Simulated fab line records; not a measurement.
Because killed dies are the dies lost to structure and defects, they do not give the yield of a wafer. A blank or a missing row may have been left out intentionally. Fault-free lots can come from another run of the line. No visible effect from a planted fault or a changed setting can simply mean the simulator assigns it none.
Split-lot experiment -- flow n5 finfet -- route with 1938 steps; 7 lots, 21 wafers read

== THE SPLIT ==
At N5_BEOL_M0_SAQP_SPACER2_ALD_26 (deposits SiO2, target thk 15 nm, pulse time 1 s, purge time 2 s), the setting target thk a was moved away from the recipe's 150 angstrom on 6 of the 21 wafers read, by -12.7% to +3.8%. This setting was run at the recipe's value on the other wafers.

== FROM THE SPLIT TO THE READING: what the file shows between them, 2 steps ==
- N5_BEOL_M0_SAQP_SPACER2_ETCHBACK_27: etches SiO2 in CHF3/O2, target depth 22.5 nm, time 11.25 s
- N5_BEOL_M0_SAQP_MANDREL2_REMOVE_110: chemistry HBr/Cl2/O2, target a-Si, stops on SiCN, bt time 10 s

== THE READING ==
cd nm (nm) at N5_BEOL_M0_SAQP_CD_MEAS_29, where the cd target is 14.4 nm. A value of 14.98 nm with a standard deviation of 0.24 nm is what fault-free wafers of this fab line usually give.

wafer,"tool, chamber at the split","target thk a as run, angstrom",against the recipe,"cd nm, nm",against lot-mates on the recipe
L075.2,"ald sin-04, 3,0",150,recipe,14.86,-
L075.4,"ald sin-04, 2",131,-12.7%,13.38,-1.33
L075.6,"ald sin-04, 3,0",150,recipe,14.57,-
L076.2,"ald sin-03, 3",150,recipe,15.22,-
L076.4,"ald sin-03, 2",150,recipe,15.18,-
L076.6,"ald sin-03, 3",132.2,-11.9%,13.17,-2.03
L079.1,"ald sin-03, 2",134.4,-10.4%,13.34,-2.06
L079.4,"ald sin-03, 0",134.4,-10.4%,13.55,-1.85
L079.6,"ald sin-03, 3",150,recipe,15.40,-
L083.2,"ald sin-02, 3,1",150,recipe,14.74,-
L083.4,"ald sin-02, 3,1",150,recipe,15.18,-
L083.5,"ald sin-02, 0",155.7,+3.8%,15.61,+0.65
L087.1,"ald sin-04, 1,2",150,recipe,14.81,-
L087.5,"ald sin-04, 3",140.1,-6.6%,14.18,-0.63
L087.6,"ald sin-04, 1,2",150,recipe,14.81,-
L092.1,"ald sin-02, 2,0,3",150,recipe,14.96,-
L092.5,"ald sin-02, 2,0,3",150,recipe,15.05,-
L092.6,"ald sin-02, 2,0,3",150,recipe,14.93,-
L096.2,"ald sin-03, 3,1,2",150,recipe,15.01,-
L096.3,"ald sin-03, 3,1,2",150,recipe,15.41,-
L096.4,"ald sin-03, 3,1,2",150,recipe,14.59,-
Where a row lists several chambers, the file gives one row for several wafers and doesn't say which wafer went through which chamber.

THE FIT
A straight line over all 21 wafers: cd nm changes by +0.142 nm for each +1% of target thk a; r = +0.95; the points scatter about the line by 0.24 nm.
The same after taking each lot's own level away (the mean of its wafers on the recipe; 21 wafers): +0.154 nm for each +1%; r = +0.94; scatter 0.26 nm.
The reading moves by 2 nm for the largest change in target thk a, on that fit.
The span of the lots' own levels, 14.715 to 15.400 nm, comes to 2.9 times the standard deviation stated above.
The two slopes are in agreement: the lot-to-lot level therefore moves the slope only a little.
Check: for one of the wafers moved furthest among these (-12.7%), held out of the fit, the line's prediction against its lot-mates is -2.18 nm. It came out at -1.33 nm against them.

== THE WHOLE CHAIN: every reading that the file lists as answering this split, in the file's order ==
step,what it does,reading,change (the file's fit),r (the file's)
N5_BEOL_M0_SAQP_SPACER2_ALD_26,"deposits SiO2, target thk 15 nm, pulse time 1 s, purge time 2 s","SiO2_of_BEOL_M0_SAQP_SPACER2_ALD_26.thk nm (the simulator's own value, which no gauge read)",+0.15 nm for each +1% of the setting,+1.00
N5_BEOL_M0_SAQP_MANDREL2_REMOVE_110,"chemistry HBr/Cl2/O2, target a-Si, stops on SiCN, bt time 10 s","BEOL_M0_SAQP.cd nm (the simulator's own value, which no gauge read)",+0.137 nm for each +1% of the setting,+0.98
N5_BEOL_M0_SAQP_CD_MEAS_29,target cd 14.4 nm,cd nm,+0.145 nm for each +1% of the setting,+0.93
N5_BEOL_M0_CUTY_ETCH_63,"etches SOC in N2/H2, target depth 82.7 nm, overetch 16.5 nm, time 124 s","SiO2_of_BEOL_M0_SAQP_SPACER2_ALD_26.thk nm (the simulator's own value, which no gauge read)",+0.163 nm for each +1% of the setting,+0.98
N5_BEOL_M0_ETCH_138,"etches SiCN in CH3F/O2, target depth 12 nm, time 31.6 s","SiO2_of_BEOL_M0_SAQP_SPACER2_ALD_26.thk nm (the simulator's own value, which no gauge read)",+0.165 nm for each +1% of the setting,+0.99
N5_BEOL_M0_HM_OPEN_105,"chemistry Cl2/BCl3, target TiN, target depth 12 nm","SiO2_of_BEOL_M0_SAQP_SPACER2_ALD_26.thk nm (the simulator's own value, which no gauge read)",+0.111 nm for each +1% of the setting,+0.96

== FILE'S OWN FIT ==
cd nm changes by +0.145 nm for each +1% of target thk a, r = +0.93.
